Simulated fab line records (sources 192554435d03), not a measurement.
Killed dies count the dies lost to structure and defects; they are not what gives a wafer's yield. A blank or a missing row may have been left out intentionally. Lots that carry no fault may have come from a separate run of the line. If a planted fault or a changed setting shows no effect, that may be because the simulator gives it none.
Chamber matching | flow n5Finfet | rieDiel-05 running N5_BEOL_M1_ETCH_74: 4 sister chambers
The step etches underlayer in N2/H2, target depth 6.5 nm, time 5.2 s. 4 wafers are shown with their chamber, then 7 later ones without.

## WAFERS, EACH WITH ITS CHAMBER
wafer  | chamber | throttleValvePct (%)
L566.2 | 0       | 17.58
L573.1 | 3       | 17.85
L573.4 | 1       | 18.37
L577.5 | 2       | 17.94

## WAFERS WITHOUT THEIR CHAMBER
wafer  | throttleValvePct (%)
L577.6 | 17.96
L583.1 | 17.61
L583.4 | 17.95
L583.5 | 17.87
L587.1 | 17.98
L587.4 | 17.92
L587.5 | 17.97

## CHAMBER TAKEN BY EACH
wafer  | from the rows above     | in truth
L577.6 | 2                       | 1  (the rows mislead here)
L583.1 | 0                       | 0
L583.4 | 2                       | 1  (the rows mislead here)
L583.5 | can't be placed: 3 or 2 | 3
L587.1 | 2                       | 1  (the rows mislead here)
L587.4 | can't be placed: 2 or 3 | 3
L587.5 | 2                       | 2
2 of 7 placed correctly. These rows do not allow placing 2 (true chamber among the candidates in 2). 3 placed wrongly.
How it was worked out, from the rows above alone: a wafer's distance from a chamber is the root of the sum, over the readings, of the square of ((its reading less the chamber's mean) divided by the reading's scatter). If the next closest chamber is less than 2 further off than the closest, the wafer can't be placed; otherwise it belongs to the closest. Each chamber's mean is taken over the wafers shown for it. The scatter: root of mean squared gap, hidden wafer to nearest shown wafer, with one shown wafer a chamber.
